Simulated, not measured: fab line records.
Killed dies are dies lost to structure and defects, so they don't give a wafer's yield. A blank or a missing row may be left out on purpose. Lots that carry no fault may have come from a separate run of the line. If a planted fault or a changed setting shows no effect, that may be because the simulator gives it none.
Matching of chambers | flow n5_finfet | uv_cure-01 running N5_BEOL_M10_CURE_72: 3 sister chambers
The step cures SiCOH lowk, time 120 s. 6 wafers are shown with their chamber, then 9 later ones without.

== WAFERS WITH THEIR CHAMBER ==
wafer  | chamber | wafer_temp_C_max | lamp_power_pct (%)
L082.2 | 0       | 371.9            | 52.38
L082.5 | 0       | 371.8            | 52.30
L085.4 | 1       | 371.7            | 52.24
L085.5 | 1       | 372.2            | 52.19
L086.2 | 2       | 371.2            | 52.27
L086.6 | 2       | 370.9            | 52.35

== WAFERS WITH NO CHAMBER GIVEN ==
wafer  | wafer_temp_C_max | lamp_power_pct (%)
L088.1 | 372.4            | 52.30
L088.3 | 371.8            | 52.27
L088.5 | 372.1            | 52.29
L093.3 | 372.0            | 52.31
L093.5 | 371.5            | 52.34
L093.6 | 372.1            | 52.36
L096.2 | 370.5            | 52.28
L096.5 | 371.0            | 52.34
L096.6 | 371.0            | 52.36

== WHICH CHAMBER EACH ONE RAN IN ==
wafer  | from the rows above          | in truth
L088.1 | can't be placed: 0 or 1      | 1
L088.3 | can't be placed: 1 or 0 or 2 | 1
L088.5 | can't be placed: 0 or 1      | 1
L093.3 | can't be placed: 0 or 1      | 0
L093.5 | can't be placed: 0 or 2 or 1 | 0
L093.6 | can't be placed: 0 or 1      | 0
L096.2 | 2                            | 2
L096.5 | 2                            | 2
L096.6 | 2                            | 2
Placed correctly: 3 of 9. From these rows, 6 cannot be placed; in 6 the true chamber is one of the candidates. Placed wrongly: 0.
How it was worked out, from the rows above alone: a wafer's distance from a chamber is the root of the sum, over the readings, of the square of ((its reading less the chamber's mean) divided by the reading's scatter). If the next closest chamber is less than 2 further off than the closest, the wafer can't be placed; otherwise it belongs to the closest. The mean given for a chamber averages the wafers shown for that chamber. The scatter: take each reading less its chamber's mean, square it, sum over the shown wafers, divide by the number of wafers less the number of chambers, and take the root.
